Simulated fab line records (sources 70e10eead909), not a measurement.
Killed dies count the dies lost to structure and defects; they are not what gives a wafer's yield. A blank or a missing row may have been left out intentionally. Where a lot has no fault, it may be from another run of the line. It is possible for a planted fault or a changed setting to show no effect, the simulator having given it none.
Which of the tools did it?    flow nandHarc    14 lots, 42 wafers sampled, at 4 steps of a route of 1302

== WHAT EACH GAUGE READ, for each wafer ==
NHARC_A_DECK1_JOINT_INSPECT_05. Usual: rawDefectCount reads 329 (standard deviation 120).
lot   measured      on                rawDefectCount  flag
L505  day 12 06:07  defectInspect-02  340 279 382     
L506  day 13 10:50  defectInspect-02  213 267 331     
L507  day 13 10:51  defectInspect-01  184 137 151     
L509  day 14 07:11  defectInspect-01  306 453 308     
L512  day 15 18:50  defectInspect-01  464 219 246     
L511  day 15 18:47  defectInspect-02  398 358 290     
L513  day 16 12:39  defectInspect-02  539 309 369     
L514  day 16 19:54  defectInspect-02  366 517 296     
L515  day 17 07:47  defectInspect-02  551 329 278     
L516  day 17 07:47  defectInspect-02  259 377 425     
L518  day 18 12:04  defectInspect-01  337 703 380     
L521  day 19 17:22  defectInspect-01  331 376 374     
L523  day 20 11:17  defectInspect-01  268 241 415     
L527  day 22 05:37  defectInspect-01  216 205 333     

NHARC_A_ONON_D2_THK_MEAS_24: measures by ellipsometry. Usual: thkNm reads 1000 nm (standard deviation 11).
lot   measured      on            thkNm (nm)      flag
L505  day 12 17:28  filmMetro-01  1002 1000 999   
L506  day 14 02:10  filmMetro-01  1001 999 1000   
L507  day 14 02:10  filmMetro-02  1000 999 1000   
L509  day 14 17:16  filmMetro-02  1004 1004 1004  
L512  day 16 06:07  filmMetro-02  1002 1001 1002  
L511  day 16 06:08  filmMetro-01  1009 1008 1010  
L513  day 16 23:56  filmMetro-01  1003 1002 1003  
L514  day 17 07:36  filmMetro-01  1011 1011 1011  
L515  day 17 19:47  filmMetro-01  1008 1007 1008  
L516  day 17 19:51  filmMetro-02  1013 1014 1014  
L518  day 18 23:26  filmMetro-02  1013 1011 1013  
L521  day 20 05:31  filmMetro-01  966 967 616     OFF
L523  day 20 23:01  filmMetro-01  1015 663 665    OFF
L527  day 22 16:43  filmMetro-01  1003 1004 1004  

== EACH LOT AND THE TOOL THAT RAN IT (in order: tool; ch and the chambers of the sampled wafers; start) ==
lot   NHARC_A_DECK1_JOINT_ETCHBACK_07  NHARC_A_ONON_D2_DEP_22
L505  rieSi-05 ch 0,1,2, day 10 21:16  pecvdOnon-02 ch 0, day 12 17:05
L506  rieSi-05 ch 0,1,3, day 12 00:16  pecvdOnon-02 ch 0, day 14 01:40
L507  rieSi-03 ch 1,3, day 12 00:17    pecvdOnon-03 ch 0, day 14 01:40
L509  rieSi-05 ch 0,1,2, day 12 21:22  pecvdOnon-04 ch 0, day 14 16:46
L512  rieSi-02 ch 1,2,3, day 14 04:47  pecvdOnon-02 ch 0, day 16 05:37
L511  rieSi-05 ch 1,2,3, day 14 04:49  pecvdOnon-03 ch 0, day 16 05:41
L513  rieSi-02 ch 0,1, day 14 22:36    pecvdOnon-02 ch 0, day 16 23:32
L514  rieSi-05 ch 0,1, day 15 06:21    pecvdOnon-02 ch 0, day 17 07:16
L515  rieSi-02 ch 0,1,3, day 15 18:28  pecvdOnon-02 ch 0, day 17 19:16
L516  rieSi-03 ch 1,2, day 15 18:31    pecvdOnon-04 ch 0, day 17 19:27
L518  rieSi-05 ch 0,2,3, day 16 22:28  pecvdOnon-02 ch 0, day 18 23:03
L521  rieSi-03 ch 0,1, day 18 03:16    pecvdOnon-04 ch 0, day 20 05:07
L523  rieSi-03 ch 0,1,3, day 19 01:47  pecvdOnon-04 ch 0, day 20 22:31
L527  rieSi-05 ch 0,1,2, day 20 18:50  pecvdOnon-03 ch 0, day 22 16:11
- NHARC_A_DECK1_JOINT_ETCHBACK_07: etches the open film in HBr, target depth 105 nm, time 26.9 s.
- NHARC_A_ONON_D2_DEP_22: target thk 1000 nm.

== AS READ BY THE TOOLS THEMSELVES (means over the sampled wafers that have a number; for cases with no such wafer, the mark the record gives instead) ==
NHARC_A_DECK1_JOINT_ETCHBACK_07. Usual: drypumpMotorCurrentA 5.8 A, standard deviation 0.35; oesProductAu 1.000 a.u., standard deviation 0.0066; throttleValvePct 23.266 %, standard deviation 0.0088.
lot   tool      drypumpMotorCurrentA (A)  oesProductAu (a.u.)  throttleValvePct (%)  flag
L505  rieSi-05  5.9                       1.006                23.272                
L506  rieSi-05  6.0                       0.996                23.270                
L507  rieSi-03  5.8                       1.000                23.268                
L509  rieSi-05  5.9                       0.997                23.264                
L512  rieSi-02  5.7                       0.996                23.269                
L511  rieSi-05  6.2                       1.002                23.267                
L513  rieSi-02  5.4                       0.997                23.258                
L514  rieSi-05  5.7                       1.006                23.265                
L515  rieSi-02  5.6                       0.994                23.264                
L516  rieSi-03  5.5                       0.998                23.268                
L518  rieSi-05  6.0                       0.999                23.264                
L521  rieSi-03  5.3                       0.998                23.275                
L523  rieSi-03  5.6                       0.998                23.257                
L527  rieSi-05  5.9                       1.002                23.257                

== THE ANSWER, worked out from the rows above alone ==
Rule: a lot is off if the mean of its wafers that have a number lies more than 3 standard deviations from the usual mean. A lot without any number at a reading at which 4 lots or more have one is off too. All remaining lots with rows at the step are treated as sound. The gauges are gone through in route order, then the tools' own readings, and for those a lot's mean is taken as printed above. At the first step where some lot is off, the reading lying furthest off is the one used; lots without a number count as furthest.
Off: L521, L523, at NHARC_A_ONON_D2_THK_MEAS_24 (thkNm).
If a tool, at a process step before that reading, ran all the lots that are off and no sound lot after the first of them, it fits. Gauges at NHARC_A_ONON_D2_THK_MEAS_24: tried the same way as those tools. This does not decide it: 2 tools fit, namely rieSi-03 at NHARC_A_DECK1_JOINT_ETCHBACK_07 and pecvdOnon-04 at NHARC_A_ONON_D2_DEP_22.

== WHAT THE SIMULATOR PUT IN ==
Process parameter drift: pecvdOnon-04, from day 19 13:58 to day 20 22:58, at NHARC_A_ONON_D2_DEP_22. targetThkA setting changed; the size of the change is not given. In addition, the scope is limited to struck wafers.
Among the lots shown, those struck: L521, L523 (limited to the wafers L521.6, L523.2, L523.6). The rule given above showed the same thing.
